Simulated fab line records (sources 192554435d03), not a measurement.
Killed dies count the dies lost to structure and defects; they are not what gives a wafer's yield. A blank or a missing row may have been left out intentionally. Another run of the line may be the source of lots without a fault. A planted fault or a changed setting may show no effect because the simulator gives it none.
fab line records | flow n5_finfet
[record] lots = 7 wafers = 21
route steps=1938 shown MOL_CONTACT_COAG@605 BEOL_M0_SAQP@686 BEOL_M1@783 BEOL_M2@860 BEOL_M3@981 BEOL_M4@1026
start_h: hours from the record's first day to the start of the lot's first wafer shown | wait_h: how many hours have passed since the lot's step before this one | " same as the row above | L1.1+2: several wafers, shown together as one row | - value missing, or start not given | * or withheld: withheld | < > ~ a bound
route shown NAME@n: NAME is a module with steps in the file, n the number in the route of the first one | usual: the fault-free wafers' mean and standard deviation | same: alike in all rows | chamber/n: place in a boat | sites: readings site by site | _std_site: standard deviation across them | _edge_site: mean of outer sites minus mean of inner sites | radius_mm: how far each site lies from the wafer's centre | mask NAME#n: copy n | behind: the tool/chamber that last shaped the wafer | hold: reason for holding the lot/hours on hold/outcome of the hold | device: which transistor (n, p or np) failed to switch | end of line: tests of these same wafers at the route's end | a step given without rows: its recipe and nothing more | killed: dies that structure and defects cost at the first sort, which is not the same as the wafer's yield | map: shows each die of a wafer: x if killed, . if not, _ if none is there
set.NAME: the run value of the setting; set.NAME@STEP: its run value at that earlier step | model.NAME: the simulator's own value behind a step, which no gauge read
lots run with intentionally changed settings; tables by step, rows by wafer
[[steps]]
[step N5_MOL_CONTACT_COAG_DESCUM_45]
[recipe] chemistry = O2 time_s = 7 source_power_w = 50 bias_power_w = 20 pressure_mtorr = 20 rf_frequency_hz = 2.712e+07 temp_c = 40 resist = CAR-EUV o2_flow_sccm = 225
// columns lot.wafer tool chamber start_h wait_h set.time_s set.spin_rpm@MOL_CONTACT_COAG_COAT_34 model.CAR-EUV_of_MOL_CONTACT_COAG_COAT_34.thk_nm
L075.1 rie_diel-01 1 107.93 0.2 7.528 1500 35.6
L075.2 " 0 " " 7 1500 36
L075.3 " 3 " " 7 1500 35.8
L076.3 rie_diel-01 3 116.72 0.0 7 1578 35.2
L076.4+5 " 2,3 " " 7 1500 36.2
L087.1 rie_diel-02 2 181.80 0.1 5.946 1663 34.8
L087.5 " 2 " " 7 1663 34.2
L087.6 " 0 " " 7 1500 36.2
L090.2 rie_diel-01 3 200.22 0.1 7.5 1388 37.4
L090.5 " 1 " " 7.5 1500 35.8
L090.6 " 2 " " 7 1500 36.2
L092.2 rie_diel-04 3 209.38 0.0 7 1500 36
L092.3 " 1 " " 7 1557 35.2
L092.6 " 0 " " 6.508 1500 36.2
L093.1 rie_diel-02 2 215.29 0.0 7 1500 36
L093.2+6 " 1,0 " " 7.74 1500 35.6
L094.2+4+6 rie_diel-02 1,0,3 220.16 0.3 7 1500 36
[step N5_MOL_CONTACT_COAG_ETCH_65]
[recipe] chemistry = N2/H2 target = underlayer target_depth_a = 130 mask_material = CAR-EUV time_s = 10.4 ion_energy_ev = 200 pressure_mtorr = 30 source_w = 840 bias_w = 150 n2_flow_sccm = 200 h2_flow_sccm = 200 ends = cleared
// columns lot.wafer tool chamber start_h wait_h set.spin_rpm@MOL_CONTACT_COAG_COAT_34 set.time_s@MOL_CONTACT_COAG_DESCUM_45 model.CAR-EUV_of_MOL_CONTACT_COAG_COAT_34.thk_nm
L075.1 rie_diel-01 1 107.97 0.0 1500 7.528 24.2
L075.2+3 " 0,3 " " 1500 7 24.6
L076.3 rie_diel-01 3 116.75 0.0 1578 7 23.8
L076.4+5 " 2,3 " " 1500 7 24.8
L087.1 rie_diel-02 2 181.84 0.0 1663 5.946 23.2
L087.5 " 2 " " 1663 7 22.6
L087.6 " 0 " " 1500 7 24.6
L090.2 rie_diel-01 3 200.26 0.0 1388 7.5 26
L090.5 " 1 " " 1500 7.5 24.2
L090.6 " 2 " " 1500 7 24.8
L092.2 rie_diel-04 3 209.41 0.0 1500 7 24.4
L092.3 " 1 " " 1557 7 23.6
L092.6 " 0 " " 1500 6.508 24.6
L093.1 rie_diel-02 2 215.33 0.0 1500 7 24.6
L093.2+6 " 1,0 " " 1500 7.74 24.2
L094.2+6 rie_diel-02 1,3 220.20 0.0 1500 7 24.6
L094.4 " 0 " " 1500 7 24.4
[step N5_MOL_CONTACT_COAG_ETCH_66]
[recipe] chemistry = CF4 target = SiARC target_depth_a = 130 mask_material = CAR-EUV time_s = 21.7 ion_energy_ev = 80 pressure_mtorr = 40 source_w = 545 bias_w = 36 Ar_flow_sccm = 100 cf4_flow_sccm = 100 ends = cleared
// columns lot.wafer tool chamber start_h wait_h set.spin_rpm@MOL_CONTACT_COAG_COAT_34 set.time_s@MOL_CONTACT_COAG_DESCUM_45 model.CAR-EUV_of_MOL_CONTACT_COAG_COAT_34.thk_nm
L075.1 rie_diel-01 1 107.99 0.0 1500 7.528 16.6
L075.2+3 " 0,3 " " 1500 7 16.8
L076.3 rie_diel-01 3 116.77 0.0 1578 7 16.2
L076.4 " 2 " " 1500 7 17.2
L076.5 " 3 " " 1500 7 17
L087.1 rie_diel-02 2 181.86 0.0 1663 5.946 15.6
L087.5 " 2 " " 1663 7 15
L087.6 " 0 " " 1500 7 17
L090.2 rie_diel-01 3 200.27 0.0 1388 7.5 18.2
L090.5 " 1 " " 1500 7.5 16.6
L090.6 " 2 " " 1500 7 17
L092.2 rie_diel-04 3 209.43 0.0 1500 7 16.8
L092.3 " 1 " " 1557 7 16
L092.6 " 0 " " 1500 6.508 17
L093.1 rie_diel-02 2 215.35 0.0 1500 7 17
L093.2+6 " 1,0 " " 1500 7.74 16.6
L094.2+4 rie_diel-02 1,0 220.22 0.0 1500 7 16.8
L094.6 " 3 " " 1500 7 17
[step N5_BEOL_M0_SAQP_EXPOSE_37]
[recipe] mask_id = M0_CUT1 na = 0.33 source_shape = annular sigma_inner = 0.35 sigma_outer = 0.8 polarization = unpolarized target_cd_nm = 30 dose_mj = 44.75
// columns lot.wafer tool chamber start_h wait_h mask set.dose_mj
L075.1+2+3 euv_scanner-01 0 119.77 - M0_CUT1#0 44.75
L076.3+4 euv_scanner-01 0 128.19 - M0_CUT1#0 44.75
L076.5 " 0 " " M0_CUT1#0 46.13
L087.1 euv_scanner-01 0 193.65 - M0_CUT1#0 48.08
L087.5+6 " 0 " " M0_CUT1#0 44.75
L090.2+6 euv_scanner-01 0 213.16 - M0_CUT1#0 44.75
L090.5 " 0 " " M0_CUT1#0 41.82
L092.2+3+6 euv_scanner-02 0 220.00 - M0_CUT1#0 41.72
L093.1+2 euv_scanner-02 0 228.16 - M0_CUT1#0 46.31
L093.6 " 0 " " M0_CUT1#0 44.75
L094.2+4+6 euv_scanner-02 0 231.01 - M0_CUT1#0 44.75
[step N5_BEOL_M0_SAQP_PEB_38]
[recipe] peb_temp_c = 100 peb_time_s = 60 resist = CAR-EUV
[step N5_BEOL_M0_SAQP_DEVELOP_39]
[recipe] develop_time_s = 30 developer = TMAH resist = CAR-EUV rinse_liquid = surfactant_rinse dry = air_spin dev_temp_c = 23
[step N5_BEOL_M0_SAQP_CD_MEAS_40]
[recipe] target_cd_nm = 30 landing_energy_ev = 500 detector = se_inlens
[usual] cd_nm = 29.99/0.28
// columns lot.wafer tool chamber start_h wait_h set.dose_mj@BEOL_M0_SAQP_EXPOSE_37 cd_nm
L075.1 cd_sem-01 0 119.90 - 44.75 29.93
L075.2 " 0 " " 44.75 29.98
L075.3 " 0 " " 44.75 30.21
L076.3 cd_sem-01 0 128.31 - 44.75 30.10
L076.4 " 0 " " 44.75 30.02
L076.5 " 0 " " 46.13 30.67
L087.1 cd_sem-02 0 193.78 - 48.08 31.81
L087.5 " 0 " " 44.75 30.22
L087.6 " 0 " " 44.75 30.20
L090.2 cd_sem-02 0 213.29 - 44.75 29.87
L090.5 " 0 " " 41.82 28.44
L090.6 " 0 " " 44.75 30.10
L092.2 cd_sem-02 0 220.13 - 41.72 28.49
L092.3 " 0 " " 41.72 28.36
L092.6 " 0 " " 41.72 28.78
L093.1 cd_sem-03 0 228.29 - 46.31 30.65
L093.2 " 0 " " 46.31 30.19
L093.6 " 0 " " 44.75 29.92
L094.2 cd_sem-02 0 231.14 - 44.75 30.04
L094.4 " 0 " " 44.75 30.45
L094.6 " 0 " " 44.75 30.38
[step N5_BEOL_M0_SAQP_DESCUM_45]
[recipe] chemistry = O2 time_s = 7 source_power_w = 50 bias_power_w = 20 pressure_mtorr = 20 rf_frequency_hz = 2.712e+07 temp_c = 40 resist = CAR-EUV o2_flow_sccm = 225
// columns lot.wafer tool chamber start_h wait_h set.dose_mj@BEOL_M0_SAQP_EXPOSE_37 model.BEOL_M0_SAQP.cd_nm
L075.1+3 rie_diel-05 2,0 120.08 0.1 44.75 30
L075.2 " 1 " " 44.75 29.6
L076.3 rie_diel-05 0 128.43 0.0 44.75 30.2
L076.4 " 1 " " 44.75 30
L076.5 " 2 " " 46.13 30.6
L087.1 rie_diel-05 0 193.90 0.0 48.08 31.6
L087.5 " 3 " " 44.75 30.2
L087.6 " 0 " " 44.75 30.4
L090.2 rie_diel-05 1 213.41 0.0 44.75 29.6
L090.5 " 3 " " 41.82 28.2
L090.6 " 0 " " 44.75 30
L092.2 rie_diel-03 1 220.32 0.1 41.72 28.6
L092.3+6 " 3 " " 41.72 28.8
L093.1 rie_diel-05 0 228.42 0.0 46.31 30.6
L093.2 " 3 " " 46.31 30.4
L093.6 " 3 " " 44.75 29.6
L094.2+6 rie_diel-03 3 231.26 0.0 44.75 30.4
L094.4 " 1 " " 44.75 30.2
[step N5_BEOL_M0_SAQP_ETCH_88]
[recipe] chemistry = N2/H2 target = underlayer target_depth_a = 65 time_s = 5.2 ion_energy_ev = 200 mask_material = CAR-EUV pressure_mtorr = 30 source_w = 840 bias_w = 150 n2_flow_sccm = 200 h2_flow_sccm = 200 ends = cleared
[step N5_BEOL_M0_SAQP_ETCH_73]
[recipe] chemistry = CF4 target = SiARC target_depth_a = 195 mask_material = CAR-EUV time_s = 32.5 ion_energy_ev = 80 pressure_mtorr = 40 source_w = 545 bias_w = 36 Ar_flow_sccm = 100 cf4_flow_sccm = 100 ends = cleared
// columns lot.wafer tool chamber start_h wait_h set.dose_mj@BEOL_M0_SAQP_EXPOSE_37 model.BEOL_M0_SAQP.cd_nm
L075.1 rie_diel-05 2 120.14 0.0 44.75 30
L075.2 " 1 " " 44.75 29.8
L075.3 " 0 " " 44.75 30.2
L076.3 rie_diel-05 0 128.48 0.0 44.75 30.4
L076.4 " 1 " " 44.75 30
L076.5 " 2 " " 46.13 30.6
L087.1 rie_diel-05 0 193.96 0.0 48.08 31.6
L087.5 " 3 " " 44.75 30
L087.6 " 0 " " 44.75 30.4
L090.2 rie_diel-05 1 213.46 0.0 44.75 29.8
L090.5 " 3 " " 41.82 28
L090.6 " 0 " " 44.75 30.2
L092.2+3+6 rie_diel-03 1,3,3 220.37 0.0 41.72 28.6
L093.1 rie_diel-05 0 228.47 0.0 46.31 30.8
L093.2 " 3 " " 46.31 30.2
L093.6 " 3 " " 44.75 29.6
L094.2+4+6 rie_diel-03 3,1,3 231.31 0.0 44.75 30.2
[step N5_BEOL_M0_SAQP_ALD_48]
[recipe] material = SiO2 target_thk_a = 200 temp_c = 100 ald_precursor_family = BDEAS ald_co_reactant = O2-plasma pulse_time_s = 1 co_reactant_pulse_time_s = 1 purge_time_s = 2 co_reactant_purge_time_s = 2 ald_cycles = 139 pressure_torr = 2
// columns lot.wafer tool chamber start_h wait_h set.ald_cycles model.SiO2_of_BEOL_M0_SAQP_ALD_48.thk_nm
L075.1+2+3 ald_sin-03 2,1,0 120.64 0.3 139 20
L076.3+4+5 ald_sin-01 3,2,1 128.71 0.0 139 20
L087.1 ald_sin-03 3 194.19 0.0 139 20
L087.5 " 3 " " 152 21.8
L087.6 " 1 " " 152 22
L090.2+6 ald_sin-03 3 213.69 0.0 139 20
L090.5 " 1 " " 130 18.8
L092.2+3+6 ald_sin-01 2,3,0 220.60 0.0 139 19.8
L093.1+6 ald_sin-01 2 228.73 0.1 156 22.4
L093.2 " 1 " " 139 20
L094.2+4+6 ald_sin-01 1,2,1 232.04 0.5 139 20
[step N5_BEOL_M0_SAQP_ETCH_49]
[recipe] chemistry = CF4/O2 target_depth_a = 370 target = SiO2 pressure_mtorr = 40 source_w = 535 bias_w = 49 Ar_flow_sccm = 100 cf4_flow_sccm = 100 O2_flow_sccm = 10 ion_energy_ev = 100
// columns lot.wafer tool chamber start_h wait_h set.dose_mj@BEOL_M0_SAQP_EXPOSE_37 model.BEOL_M0_SAQP.cd_nm
L075.1 rie_diel-05 2 121.17 0.3 44.75 29.8
L075.2 " 1 " " 44.75 29.6
L075.3 " 3 " " 44.75 30.4
L076.3 rie_diel-06 2 129.30 0.3 44.75 30.6
L076.4 " 3 " " 44.75 29.6
L076.5 " 0 " " 46.13 30.6
L087.1 rie_diel-03 2 194.96 0.5 48.08 31.8
L087.5 " 3 " " 44.75 29.6
L087.6 " 2 " " 44.75 30.4
L090.2 rie_diel-05 0 214.41 0.5 44.75 29.4
L090.5 " 3 " " 41.82 27.6
L090.6 " 1 " " 44.75 29.8
L092.2+6 rie_diel-05 0 221.13 0.3 41.72 28.6
L092.3 " 3 " " 41.72 28.4
L093.1 rie_diel-03 0 229.27 0.3 46.31 30.6
L093.2 " 1 " " 46.31 29.6
L093.6 " 1 " " 44.75 29
L094.2 rie_diel-06 1 232.64 0.3 44.75 29.8
L094.4 " 3 " " 44.75 30
L094.6 " 3 " " 44.75 29.6
[step N5_BEOL_M1_EXPOSE_25]
[recipe] mask_id = V0 na = 0.33 source_shape = quasar sigma_inner = 0.2 sigma_outer = 0.8 polarization = unpolarized defocus_nm = 5 target_cd_nm = 24 dose_mj = 63
// columns lot.wafer tool chamber start_h wait_h mask set.dose_mj
L075.1 euv_scanner-01 0 130.41 - V0#0 66.48
L075.2+3 " 0 " " V0#0 63
L076.3+4 euv_scanner-02 0 140.91 - V0#0 61.62
L076.5 " 0 " " V0#0 63
L087.1+5+6 euv_scanner-02 0 205.59 - V0#0 63
L090.2 euv_scanner-02 0 225.00 - V0#0 59.52
L090.5+6 " 0 " " V0#0 63
L092.2+3+6 euv_scanner-02 0 227.50 - V0#0 63
L093.1 euv_scanner-02 0 239.50 - V0#0 66.82
L093.2+6 " 0 " " V0#0 63
L094.2+4+6 euv_scanner-02 0 239.92 - V0#0 63
[step N5_BEOL_M1_PEB_26]
[recipe] peb_temp_c = 100 peb_time_s = 60 resist = CAR-EUV
[step N5_BEOL_M1_DEVELOP_27]
[recipe] develop_time_s = 30 developer = TMAH resist = CAR-EUV rinse_liquid = surfactant_rinse dry = air_spin dev_temp_c = 23
[step N5_BEOL_M1_CD_MEAS_28]
[recipe] landing_energy_ev = 500 detector = se_inlens target_cd_y_nm = 23.3
[usual] cd_nm = 23.99/0.24
// columns lot.wafer tool chamber start_h wait_h set.dose_mj@BEOL_M1_EXPOSE_25 cd_nm
L075.1 cd_sem-01 0 130.55 - 66.48 25.17
L075.2 " 0 " " 63 23.83
L075.3 " 0 " " 63 23.62
L076.3 cd_sem-03 0 141.04 - 61.62 23.81
L076.4 " 0 " " 61.62 23.61
L076.5 " 0 " " 63 24.07
L087.1 cd_sem-02 0 205.74 - 63 23.72
L087.5 " 0 " " 63 24.18
L087.6 " 0 " " 63 23.66
L090.2 cd_sem-03 0 225.14 - 59.52 23.15
L090.5 " 0 " " 63 24.21
L090.6 " 0 " " 63 24.05
L092.2 cd_sem-03 0 227.63 - 63 23.88
L092.3 " 0 " " 63 24.05
L092.6 " 0 " " 63 24.07
L093.1 cd_sem-03 0 239.65 - 66.82 24.66
L093.2 " 0 " " 63 23.84
L093.6 " 0 " " 63 23.56
L094.2 cd_sem-02 0 240.06 - 63 23.88
L094.4 " 0 " " 63 24.22
L094.6 " 0 " " 63 23.87
[step N5_BEOL_M2_ETCH_64]
[recipe] chemistry = N2/H2 target = SOC target_depth_a = 750 overetch_a = 225 mask_material = SiARC temp_c = 40 time_s = 121.9 ion_energy_ev = 200 pressure_mtorr = 30 source_w = 840 bias_w = 150 n2_flow_sccm = 200 h2_flow_sccm = 200
[usual] rf_vpp_V = 524.1/2.1
// columns lot.wafer tool chamber start_h wait_h set.bias_w rf_vpp_V model.SiARC_of_BEOL_M2_COAT_62.thk_nm
L075.1 rie_diel-02 2 142.77 0.0 150 524.9 6.4
L075.2 " 1 " " 135.9 494.0 7
L075.3 " 3 " " 135.9 494.9 7
L076.3 rie_diel-01 0 148.67 0.0 126.7 467.9 7.8
L076.4 " 3 " " 150 524.0 6
L076.5 " 2 " " 150 525.8 6.4
L087.1 rie_diel-01 1 213.01 0.0 133.6 489.8 7
L087.5 " 1 " " 133.6 489.4 7
L087.6 " 0 " " 150 520.2 6.6
L090.2 rie_diel-01 0 234.45 0.0 150 519.9 6.6
L090.5 " 1 " " 150 525.3 6.4
L090.6 " 2 " " 134.3 489.8 7
L092.2 rie_diel-04 1 242.34 0.0 131.4 480.1 7.4
L092.3 " 2 " " 150 524.7 6.4
L092.6 " 2 " " 131.4 481.6 7.2
L093.1 rie_diel-04 3 250.84 0.0 168.7 563.0 5.6
L093.2 " 0 " " 150 526.4 6.4
L093.6 " 0 " " 150 526.1 6.2
L094.2 rie_diel-01 3 250.93 0.0 150 523.0 6
L094.4 " 1 " " 150 524.5 6.2
L094.6 " 0 " " 150 520.5 6.6
[step N5_BEOL_M3_ETCH_41]
[recipe] chemistry = CH3F/O2 target = SiCN target_depth_a = 299 taper_deg = 2 time_s = 52.5 ion_energy_ev = 120 mask_material = TiN pressure_mtorr = 30 source_w = 395 bias_w = 75 Ar_flow_sccm = 150 CH3F_flow_sccm = 30 O2_flow_sccm = 20
// columns lot.wafer tool chamber start_h wait_h set.target_depth_a model.etch.depth_nm
L075.1 rie_diel-05 0 - - 299 20.49
L075.2 " 1 " " 299 19.96
L075.3 " 2 " " 299 20.69
L076.3 rie_diel-03 1 - - 324.3 21.59
L076.4 " 2 " " 299 19.8
L076.5 " 0 " " 299 19.71
L087.1 rie_diel-03 1 - - 299 20.34
L087.5 " 1 " " 328.9 22.46
L087.6 " 3 " " 299 20.1
L090.2 rie_diel-06 1 - - 299 19.43
L090.5 " 0 " " 299 19.78
L090.6 " 3 " " 299 19.98
L092.2 rie_diel-05 2 - - 299 20.86
L092.3 " 0 " " 317.1 21.73
L092.6 " 1 " " 317.1 21.53
L093.1 rie_diel-05 2 - - 299 20.73
L093.2 " 1 " " 275.8 18.59
L093.6 " 1 " " 299 20.13
L094.2 rie_diel-03 2 - - 299 19.94
L094.4 " 1 " " 299 20.03
L094.6 " 0 " " 299 19.75
[step N5_BEOL_M4_COAT_62]
[recipe] resist = SiARC temp_c = 220 time_s = 60 spin_rpm = 1500 resist_thk_nm = 12
// columns lot.wafer tool chamber start_h wait_h set.spin_rpm model.SiARC_of_BEOL_M4_COAT_62.thk_nm
L075.1 litho_track-01 0 - - 1559 11.8
L075.2+3 " 0 " " 1500 12
L076.3+4 litho_track-05 0 - - 1500 12
L076.5 " 0 " " 1411 12.4
L087.1+5+6 litho_track-01 0 - - 1500 12
L090.2+5 litho_track-04 0 - - 1418 12.4
L090.6 " 0 " " 1500 12
L092.2+3+6 litho_track-04 0 - - 1500 12
L093.1+6 litho_track-01 0 - - 1500 12
L093.2 " 0 " " 1345 12.8
L094.2+4+6 litho_track-04 0 - - 1500 12
[step N5_BEOL_M4_COAT_73]
[recipe] resist = underlayer temp_c = 205 time_s = 60 spin_rpm = 1500 resist_thk_nm = 5
[step N5_BEOL_M4_COAT_05]
[recipe] resist = CAR-EUV spin_rpm = 1500 resist_thk_nm = 30
[step N5_BEOL_M4_DESCUM_16]
[recipe] chemistry = O2 time_s = 7 source_power_w = 50 bias_power_w = 20 pressure_mtorr = 20 rf_frequency_hz = 2.712e+07 temp_c = 40 resist = CAR-EUV o2_flow_sccm = 225
[step N5_BEOL_M4_ETCH_74]
[recipe] chemistry = N2/H2 target = underlayer target_depth_a = 65 mask_material = CAR-EUV time_s = 5.2 ion_energy_ev = 200 pressure_mtorr = 30 source_w = 840 bias_w = 150 n2_flow_sccm = 200 h2_flow_sccm = 200 ends = cleared
[step N5_BEOL_M4_ETCH_63]
[recipe] chemistry = CF4 target = SiARC target_depth_a = 156 mask_material = CAR-EUV time_s = 26 ion_energy_ev = 80 pressure_mtorr = 40 source_w = 545 bias_w = 36 Ar_flow_sccm = 100 cf4_flow_sccm = 100 ends = cleared
// columns lot.wafer tool chamber start_h wait_h set.spin_rpm@BEOL_M4_COAT_62 model.etch.depth_nm
L075.1 rie_diel-01 1 164.05 0.0 1559 11.73
L075.2 " 0 " " 1500 12.01
L075.3 " 3 " " 1500 11.93
L076.3 rie_diel-02 1 168.66 0.0 1500 11.94
L076.4 " 2 " " 1500 12
L076.5 " 1 " " 1411 12.36
L087.1 rie_diel-02 0 231.23 0.0 1500 12.04
L087.5 " 2 " " 1500 12.06
L087.6 " 1 " " 1500 12.05
L090.2+5 rie_diel-01 2,1 258.24 0.0 1418 12.3
L090.6 " 0 " " 1500 11.94
L092.2 rie_diel-04 1 267.86 0.0 1500 12.01
L092.3 " 0 " " 1500 11.99
L092.6 " 1 " " 1500 11.98
L093.1 rie_diel-01 2 272.02 0.0 1500 12.04
L093.2 " 0 " " 1345 12.72
L093.6 " 1 " " 1500 12.02
L094.2 rie_diel-02 2 275.27 0.0 1500 11.96
L094.4 " 2 " " 1500 12
L094.6 " 1 " " 1500 11.99
[[key]]
[split] step = N5_MOL_CONTACT_COAG_DESCUM_45 setting = time_s stated = 7 by = wafer
[response] step = N5_MOL_CONTACT_COAG_DESCUM_45 reading = model.CAR-EUV_of_MOL_CONTACT_COAG_COAT_34.thk_nm slope = -0.0406 per = 1% together_with = spin_rpm@MOL_CONTACT_COAG_COAT_34 explained = 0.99
[response] step = N5_MOL_CONTACT_COAG_ETCH_65 reading = model.CAR-EUV_of_MOL_CONTACT_COAG_COAT_34.thk_nm slope = -0.0445 per = 1% together_with = spin_rpm@MOL_CONTACT_COAG_COAT_34 explained = 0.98
[response] step = N5_MOL_CONTACT_COAG_ETCH_66 reading = model.CAR-EUV_of_MOL_CONTACT_COAG_COAT_34.thk_nm slope = -0.0384 per = 1% together_with = spin_rpm@MOL_CONTACT_COAG_COAT_34 explained = 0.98
[split] step = N5_BEOL_M0_SAQP_EXPOSE_37 setting = dose_mj stated = 44.75 by = wafer
[response] step = N5_BEOL_M0_SAQP_CD_MEAS_40 reading = cd_nm change = +0.214 per = 1% r = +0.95
[response] step = N5_BEOL_M0_SAQP_DESCUM_45 reading = model.BEOL_M0_SAQP.cd_nm change = +0.207 per = 1% r = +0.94
[response] step = N5_BEOL_M0_SAQP_ETCH_73 reading = model.BEOL_M0_SAQP.cd_nm change = +0.233 per = 1% r = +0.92
[response] step = N5_BEOL_M0_SAQP_ETCH_49 reading = model.BEOL_M0_SAQP.cd_nm change = +0.266 per = 1% r = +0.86
[split] step = N5_BEOL_M0_SAQP_ALD_48 setting = ald_cycles stated = 139 by = wafer
[response] step = N5_BEOL_M0_SAQP_ALD_48 reading = model.SiO2_of_BEOL_M0_SAQP_ALD_48.thk_nm change = +0.197 per = 1% r = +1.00
[split] step = N5_BEOL_M1_EXPOSE_25 setting = dose_mj stated = 63 by = wafer
[response] step = N5_BEOL_M1_CD_MEAS_28 reading = cd_nm change = +0.195 per = 1% r = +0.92
[split] step = N5_BEOL_M2_ETCH_64 setting = bias_w stated = 150 by = wafer
[response] step = N5_BEOL_M2_ETCH_64 reading = rf_vpp_V change = +3.28 per = 1% r = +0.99
[response] step = N5_BEOL_M2_ETCH_64 reading = model.SiARC_of_BEOL_M2_COAT_62.thk_nm change = -0.0691 per = 1% r = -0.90
[split] step = N5_BEOL_M3_ETCH_41 setting = target_depth_a stated = 299 by = wafer
[response] step = N5_BEOL_M3_ETCH_41 reading = model.etch.depth_nm change = +0.212 per = 1% r = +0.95
[split] step = N5_BEOL_M4_COAT_62 setting = spin_rpm stated = 1500 by = wafer
[response] step = N5_BEOL_M4_COAT_62 reading = model.SiARC_of_BEOL_M4_COAT_62.thk_nm change = -0.0727 per = 1% r = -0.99
[response] step = N5_BEOL_M4_ETCH_63 reading = model.etch.depth_nm change = -0.0663 per = 1% r = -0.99
split outside_this_file step=N5_MOL_CONTACT_COAG_COAT_34 setting=spin_rpm
// split outside_this_file: this setting was split too, and the file shows its column; the key of that split is in another file
